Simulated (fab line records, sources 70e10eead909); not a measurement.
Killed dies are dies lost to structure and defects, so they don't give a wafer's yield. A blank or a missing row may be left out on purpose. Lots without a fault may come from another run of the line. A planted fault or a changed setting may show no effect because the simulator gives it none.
fab line records | flow nand_harc
record lots=13 wafers=39 last_day=33
route steps=1302 shown P_GATE@124
lots that met no fault: from a run of the same line without faults
start_h: hours from the record's first day to the start of the lot's first wafer shown | wait_h: hours since the lot's step before | " the same as in the row above | L1.1+2: a row that stands for several wafers | - no value, or no start given | * or withheld: withheld | < > ~ a bound
route shown NAME@n: a module of which the file shows steps, and the number in the route of the first | usual: mean/standard deviation of fault-free wafers | same: alike in all rows | chamber/n: place in a boat | sites: the reading at each site | _std_site: their standard deviation | _edge_site: outer sites' mean less inner sites' | radius_mm: how far each site lies from the wafer's centre | mask NAME#n: copy n | behind: the tool/chamber that last shaped the wafer | hold: why the lot was held/for how many hours/how that ended | device: the transistor (n, p or np) that didn't switch | end of line: the same wafers' tests at the end of the route | a step without rows: its recipe alone | killed: dies lost to structure and defects at the first sort, not the wafer's yield | map: a wafer's dies, x killed, . not, _ none there
set.NAME: the setting as run; set.NAME@STEP: as run at that earlier step | model.NAME: the simulator's own value behind a step, which no gauge read
steps of the route over a sample of lots; a table a step, a row a wafer
services: from which hour (start_h, from the record's first day; less than 0 if before it) a tool's chamber was out of use, for how many hours, and why
## steps
# step NHARC_P_GATE_DESCUM_13
# recipe time_s=3 o2_flow_sccm=200 ar_flow_sccm=0 bias_power_w=0 chemistry=O2
# usual drypump_motor_current_A=6.0/0.37 oes_product_au=0.999/0.0093 rf_vpp_V=57.6/0.93 showerhead_plenum_p_Torr=1.86/0.091 throttle_valve_pct=11.312/0.009
# columns lot.wafer tool chamber start_h wait_h drypump_motor_current_A oes_product_au rf_hours_counter_h rf_vpp_V showerhead_plenum_p_Torr throttle_valve_pct
L212.3 rie_diel-12 3 82.69 - 6.4 1.007 9.7 58.3 1.99 11.304
L212.5 " 3 " " 6.4 0.998 - 59.8 1.99 11.310
L212.4 " 0 " " 5.9 1.002 - 58.8 2.03 11.317
L215.2 rie_diel-01 0 114.48 - 5.8 1.004 4.9 56.6 1.83 11.312
L215.1 " 2 " " 5.9 1.009 4.3 58.6 1.78 11.332
L215.5 " 3 " " 5.7 0.989 - 57.8 2.04 11.306
L216.2 rie_diel-06 0 114.65 - 5.9 1.028 8.9 58.8 1.81 11.293
L216.1 " 2 " " 5.8 0.992 9.7 58.2 1.81 11.290
L216.5 " 3 " " 5.5 1.001 - 57.0 1.80 11.318
L218.5 rie_diel-01 3 139.19 - 5.7 0.982 - 58.0 2.04 11.316
L218.6 " 0 " " 5.7 1.004 - 56.8 1.83 11.313
L218.4 " 1 " " 6.7 0.994 - 57.4 1.80 11.321
L219.4 rie_diel-01 1 157.11 - 6.7 0.995 7.1 56.5 1.80 11.322
L219.2 " 2 " " 5.9 1.002 6.1 57.5 1.78 11.313
L219.5 " 1 " " 6.7 1.004 - 56.7 1.80 11.327
L220.2 rie_diel-01 0 169.26 - 5.8 1.023 8.6 58.3 1.83 11.317
L220.1 " 1 " " 6.7 0.999 8.6 57.1 1.80 11.323
L220.4 " 2 " " 5.9 0.997 7.2 58.0 1.78 11.314
L223.4 rie_diel-06 0 188.85 - 5.9 1.006 2.3 57.5 1.81 11.301
L223.6 " 1 " " 5.7 0.996 - 57.1 1.79 11.312
L223.5 " 2 " " 5.8 0.992 - 58.3 1.81 11.331
L226.3 rie_diel-06 1 228.29 - 5.7 0.985 5.1 57.7 1.79 11.308
L226.2 " 2 " " 5.8 0.993 3.9 55.4 1.81 11.318
L226.6 " 2 " " 5.8 1.000 - 56.1 1.81 11.307
L229.3 rie_diel-06 2 251.32 - 5.8 0.984 5.7 56.8 1.81 11.306
L229.6 " 2 " " 5.8 0.992 - 57.2 1.81 11.304
L229.5 " 3 " " 5.5 0.997 - 58.9 1.80 11.307
L230.2 rie_diel-01 3 259.04 - 5.6 0.988 2.2 58.8 2.04 11.309
L230.4 " 1 " " 6.7 1.002 1.7 57.8 1.79 11.331
L230.1 " 2 " " 5.9 0.996 0.9 57.6 1.78 11.336
L231.6 rie_diel-01 0 271.09 - 5.8 0.996 - 57.7 1.83 11.322
L231.5 " 1 " " 6.7 0.991 - 57.5 1.79 11.307
L231.4 " 2 " " 5.9 0.998 - 57.6 1.78 11.309
L233.1 rie_diel-06 3 289.49 - 5.5 0.993 8.0 55.3 1.80 11.316
L233.2 " 1 " " 5.7 0.984 7.8 57.3 1.78 11.327
L233.6 " 3 " " 5.5 0.999 - 58.0 1.80 11.300
L235.4 rie_diel-12 2 312.41 - 6.5 1.004 2.7 57.3 1.84 11.320
L235.1 " 3 " " 6.4 0.997 3.3 58.6 1.99 11.305
L235.3 " 1 " " 6.0 0.988 3.4 58.6 1.89 11.311
# step NHARC_P_GATE_DESCUM_31
# recipe time_s=3 o2_flow_sccm=200 ar_flow_sccm=0 bias_power_w=0 chemistry=O2
# usual drypump_motor_current_A=6.0/0.37 oes_product_au=1.000/0.0099 rf_vpp_V=57.6/0.95 showerhead_plenum_p_Torr=1.87/0.093 throttle_valve_pct=11.311/0.01
# columns lot.wafer tool chamber start_h wait_h drypump_motor_current_A oes_product_au rf_hours_counter_h rf_vpp_V showerhead_plenum_p_Torr throttle_valve_pct
L212.3 rie_diel-06 3 98.11 0.1 5.5 1.004 8.7 57.7 1.80 11.308
L212.4 " 0 " " 5.9 1.024 - 57.9 1.81 11.311
L212.5 " 1 " " 5.7 1.003 - 56.2 1.79 11.321
L215.2 rie_diel-12 0 128.46 0.1 5.9 0.993 1.9 58.1 2.03 11.306
L215.1 " 1 " " 6.1 0.996 1.9 58.7 1.90 11.313
L215.5 " 2 " " 6.5 1.003 - 57.3 1.85 11.294
L216.2 rie_diel-12 2 129.22 0.1 6.6 0.991 2.7 57.1 1.85 11.310
L216.1 " 3 " " 6.4 0.998 2.6 59.0 1.99 11.307
L216.5 " 2 " " 6.6 0.999 - 57.4 1.85 11.306
L218.4 rie_diel-12 1 156.48 0.1 6.1 0.996 3.0 57.5 1.90 11.311
L218.6 " 0 " " 5.9 1.002 - 57.5 2.03 11.309
L218.5 " 1 " " 6.1 1.009 - 58.5 1.90 11.313
L219.2 rie_diel-12 2 172.22 0.1 6.6 0.996 4.3 56.6 1.85 11.318
L219.4 " 0 " " 5.9 1.005 3.6 58.2 2.03 11.319
L219.5 " 1 " " 6.1 1.003 - 56.9 1.90 11.313
L220.2 rie_diel-06 3 184.00 0.1 5.5 1.010 1.9 56.8 1.80 11.319
L220.1 " 1 " " 5.7 1.000 1.8 55.8 1.79 11.307
L220.4 " 2 " " 5.8 0.996 1.7 57.6 1.81 11.301
L223.4 rie_diel-01 1 203.50 0.1 6.7 1.004 11.4 56.2 1.79 11.320
L223.5 " 1 " " 6.7 1.005 - 56.3 1.79 11.319
L223.6 " 2 " " 5.9 1.017 - 56.4 1.78 11.325
L226.2 rie_diel-01 3 245.27 0.1 5.6 0.985 1.8 58.5 2.04 11.333
L226.3 " 3 " " 5.6 0.990 - 59.6 2.04 11.307
L226.6 " 0 " " 5.8 1.003 - 58.2 1.83 11.310
L229.3 rie_diel-01 2 269.12 0.1 5.9 0.997 1.7 56.4 1.78 11.332
L229.5 " 0 " " 5.8 1.007 - 58.2 1.82 11.305
L229.6 " 1 " " 6.7 1.001 - 56.5 1.79 11.299
L230.1 rie_diel-01 2 272.84 0.1 5.9 0.998 1.7 57.5 1.78 11.306
L230.2 " 0 " " 5.8 1.005 3.8 56.6 1.83 11.315
L230.4 " 0 " " 5.7 1.005 - 57.0 1.82 11.318
L231.4 rie_diel-01 3 288.42 0.1 5.7 0.996 3.7 58.8 2.04 11.309
L231.6 " 3 " " 5.6 0.993 - 58.8 2.04 11.306
L231.5 " 0 " " 5.8 1.003 - 58.6 1.83 11.311
L233.2 rie_diel-01 2 306.57 0.1 5.9 0.993 2.9 57.2 1.78 11.326
L233.1 " 1 " " 6.7 0.996 4.3 57.6 1.79 11.295
L233.6 " 3 " " 5.6 0.976 - 57.8 2.03 11.291
L235.3 rie_diel-12 3 328.96 0.1 6.4 0.987 4.0 58.7 1.99 11.302
L235.1 " 0 " " 5.9 0.985 3.8 57.6 2.03 11.315
L235.4 " 1 " " 6.1 0.983 4.2 56.8 1.89 11.304
# step NHARC_P_GATE_HM_OPEN_105
# recipe target_depth_a=3600 o2_flow_sccm=400 cos_flow_sccm=20 ar_flow_sccm=0 rf_w=500 bias_w=300 chemistry=O2/COS
# usual bias_w=300.1/0.91 drypump_motor_current_A=6.0/0.38 oes_product_au=1.001/0.01 rf_fwd_power_W=497.9/1.7 rf_vpp_V=465.4/2.9 showerhead_plenum_p_Torr=3.04/0.14 throttle_valve_pct=28.330/0.0089
# columns lot.wafer tool chamber start_h wait_h bias_w drypump_motor_current_A oes_product_au rf_fwd_power_W rf_hours_counter_h rf_vpp_V showerhead_plenum_p_Torr throttle_valve_pct
L212.3 rie_diel-06 3 - - 299.4 5.5 1.006 494.2 8.7 463.5 2.95 28.327
L212.5 " 3 " " 300.5 5.5 1.009 495.1 - 466.1 2.95 28.329
L212.4 " 0 " " 299.3 5.9 1.016 497.6 - 463.4 2.96 28.323
L215.2 rie_diel-12 0 - - 299.1 6.0 0.991 497.8 2.0 470.6 3.30 28.341
L215.1 " 3 " " 301.1 6.4 1.005 498.7 2.6 468.7 3.24 28.333
L215.5 " 0 " " 300.3 6.0 1.007 497.3 - 469.7 3.30 28.331
L216.1 rie_diel-12 3 - - 299.0 6.4 1.012 500.2 2.6 470.6 3.24 28.322
L216.2 " 1 " " 299.3 6.1 1.004 496.8 2.0 466.4 3.10 28.352
L216.5 " 2 " " 298.3 6.6 1.006 496.8 - 464.1 3.02 28.342
L218.4 rie_diel-12 3 - - 300.1 6.4 1.003 499.1 4.3 469.2 3.24 28.335
L218.6 " 1 " " 300.0 6.1 1.011 500.1 - 465.6 3.10 28.323
L218.5 " 2 " " 302.0 6.6 1.002 499.1 - 464.6 3.02 28.337
L219.4 rie_diel-12 0 - - 301.0 5.9 1.009 498.5 3.6 471.6 3.30 28.335
L219.2 " 1 " " 300.9 6.1 1.011 502.3 3.3 466.3 3.10 28.330
L219.5 " 1 " " 300.3 6.1 1.004 500.6 - 467.7 3.10 28.314
L220.1 rie_diel-06 0 - - 299.7 5.9 1.003 497.1 2.1 463.8 2.96 28.329
L220.2 " 1 " " 298.5 5.7 0.988 498.9 1.8 463.0 2.93 28.331
L220.4 " 2 " " 299.5 5.9 0.993 499.0 1.8 464.1 2.96 28.333
L223.4 rie_diel-01 3 - - 298.7 5.6 0.987 496.9 10.3 470.3 3.31 28.315
L223.6 " 2 " " 300.3 5.9 1.015 500.7 - 462.3 2.92 28.319
L223.5 " 3 " " 298.7 5.6 0.987 499.6 - 470.6 3.31 28.342
L226.2 rie_diel-01 3 - - 301.4 5.6 0.998 500.5 1.9 471.9 3.31 28.328
L226.3 " 3 " " 300.4 5.6 0.993 499.2 - 471.4 3.31 28.313
L226.6 " 3 " " 300.2 5.7 0.996 500.9 - 471.5 3.31 28.336
L229.3 rie_diel-01 1 - - 300.3 6.7 1.005 498.7 2.8 462.4 2.94 28.315
L229.6 " 0 " " 300.7 5.8 1.010 494.1 - 465.4 2.99 28.329
L229.5 " 1 " " 300.9 6.7 1.002 496.1 - 463.1 2.94 28.327
L230.1 rie_diel-01 1 - - 299.6 6.7 0.993 496.5 3.0 463.3 2.94 28.342
L230.2 " 2 " " 299.7 5.9 0.995 498.1 1.8 464.1 2.92 28.332
L230.4 " 2 " " 300.7 5.9 0.991 497.1 - 463.8 2.92 28.325
L231.4 rie_diel-01 3 - - 300.0 5.6 0.994 494.8 3.7 471.4 3.31 28.321
L231.6 " 3 " " 300.1 5.7 0.990 498.6 - 468.7 3.31 28.340
L231.5 " 0 " " 300.6 5.8 1.004 495.3 - 464.1 2.99 28.334
L233.1 rie_diel-01 2 - - 299.7 5.9 0.993 499.4 2.9 462.7 2.92 28.335
L233.2 " 3 " " 300.0 5.7 0.979 497.7 4.3 469.9 3.31 28.318
L233.6 " 2 " " 300.4 5.9 0.988 498.1 - 463.5 2.92 28.335
L235.1 rie_diel-12 2 - - 298.9 6.6 1.019 499.4 3.6 466.2 3.01 28.320
L235.4 " 3 " " 300.8 6.4 0.987 500.4 4.1 469.8 3.23 28.338
L235.3 " 1 " " 299.1 6.1 0.984 498.8 4.2 467.0 3.09 28.322
# step NHARC_P_GATE_EXPOSE_43
# recipe na=0.6 target_cd_nm=720 dose_mj=14.81 mask_id=P_NSD
# columns lot.wafer tool chamber start_h wait_h mask
L212.3+4+5 krf_scanner-01 0 110.48 - P_NSD#0
L215.1+2+5 krf_scanner-03 0 140.17 - P_NSD#0
L216.1+2+5 krf_scanner-02 0 140.96 - P_NSD#0
L218.4+5+6 krf_scanner-02 0 168.04 - P_NSD#0
L219.2+4+5 krf_scanner-01 0 183.94 - P_NSD_R1#0
L220.1+2+4 krf_scanner-01 0 195.46 - P_NSD#0
L223.4+5+6 krf_scanner-03 0 214.95 - P_NSD#0
L226.2+3+6 krf_scanner-02 0 256.99 - P_NSD#0
L229.3+5+6 krf_scanner-01 0 282.81 - P_NSD#0
L230.1+2+4 krf_scanner-01 0 284.48 - P_NSD#0
L231.4+5+6 krf_scanner-02 0 300.29 - P_NSD#0
L233.1+2+6 krf_scanner-02 0 318.15 - P_NSD#0
L235.1+3+4 krf_scanner-02 0 340.33 - P_NSD#0
# step NHARC_P_GATE_CD_MEAS_46
# recipe target_cd_nm=720 landing_energy_ev=500
# usual cd_nm=719.2/1.7
# columns lot.wafer tool chamber start_h wait_h cd_nm
L212.3 cd_sem-01 0 110.63 - 717.0
L212.4 " 0 " " 716.6
L212.5 " 0 " " 718.4
L215.1 cd_sem-03 0 140.33 - 720.9
L215.2 " 0 " " 719.4
L215.5 " 0 " " 721.4
L216.1 cd_sem-01 0 141.12 - 719.3
L216.2 " 0 " " 716.5
L216.5 " 0 " " 717.1
L218.4 cd_sem-02 0 168.19 - 717.8
L218.5 " 0 " " 717.0
L218.6 " 0 " " 717.5
L219.2 cd_sem-03 0 184.09 - 630.2
L219.4 " 0 " " 630.2
L219.5 " 0 " " 630.3
L220.1 cd_sem-01 0 195.61 - 720.1
L220.2 " 0 " " 717.3
L220.4 " 0 " " 717.8
L223.4 cd_sem-03 0 215.10 - 720.4
L223.5 " 0 " " 720.1
L223.6 " 0 " " 721.7
L226.2 cd_sem-02 0 257.14 - 719.8
L226.3 " 0 " " 718.3
L226.6 " 0 " " 721.9
L229.3 cd_sem-01 0 282.96 - 716.9
L229.5 " 0 " " 719.5
L229.6 " 0 " " 717.6
L230.1 cd_sem-02 0 284.63 - 718.2
L230.2 " 0 " " 715.3
L230.4 " 0 " " 717.7
L231.4 cd_sem-01 0 300.43 - 720.6
L231.5 " 0 " " 720.4
L231.6 " 0 " " 722.8
L233.1 cd_sem-02 0 318.31 - 720.9
L233.2 " 0 " " 719.9
L233.6 " 0 " " 719.7
L235.1 cd_sem-02 0 340.48 - 717.0
L235.3 " 0 " " 718.2
L235.4 " 0 " " 715.0
## services
# columns tool chamber start_h hours kind
rie_diel-06 - 62.41 0.7 repair
rie_diel-06 2 76.72 8.3 repair
rie_diel-12 1 78.24 4.8 repair
rie_diel-06 2 89.93 10.7 repair
rie_diel-12 - 91.42 9.0 pm
rie_diel-01 2 101.90 10.0 repair
rie_diel-12 - 103.63 0.5 repair
rie_diel-01 2 114.98 3.0 repair
rie_diel-12 3 121.60 6.9 repair
rie_diel-06 - 130.20 9.0 pm
rie_diel-01 2 138.35 6.4 repair
rie_diel-06 1 150.16 4.8 repair
rie_diel-01 - 169.46 1.3 repair
rie_diel-06 2 203.48 2.3 repair
rie_diel-01 - 203.80 9.0 pm
rie_diel-06 3 227.20 5.2 repair
rie_diel-01 2 231.36 18.8 repair
rie_diel-01 - 239.27 0.7 repair
rie_diel-01 1 240.66 5.5 repair
rie_diel-01 - 254.04 0.7 repair
rie_diel-12 - 268.42 9.0 pm
rie_diel-01 3 270.46 5.8 repair
rie_diel-12 2 296.80 3.3 repair
rie_diel-06 - 307.20 9.0 pm
## key
first_sign step=NHARC_P_GATE_EXPOSE_43 reading=mask direction=changed
effect step=NHARC_P_GATE_CD_MEAS_46 reading=cd_nm direction=down sigmas=52 usual=719.2 struck=630.3
met_at NHARC_P_GATE_EXPOSE_43
struck_lots L219
sort_left_out L219.2,L219.4,L219.5
tester_left_out L219
not_acting_at NHARC_P_GATE_DESCUM_13,NHARC_P_GATE_DESCUM_31,NHARC_P_GATE_HM_OPEN_105
onset_between 110.48 183.94
fault kind=wrong_mask tool=any chamber=- onset_h=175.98 steps=NHARC_P_GATE_EXPOSE_43 aux_copy=P_NSD_R1#0 cd_offset_nm=-90.141 scope=struck_lots_only
# tester_left_out: of these lots the tester's yield and bins aren't shown, on N5 and GAA mostly nor the transistor test; their killed dies are dies lost to structure and defects alone, not to doping, threshold or leakage, so they don't give the yield
# sort_left_out: the simulated sort isn't trusted on such a fault, so these wafers' sort isn't shown, and their yield isn't known
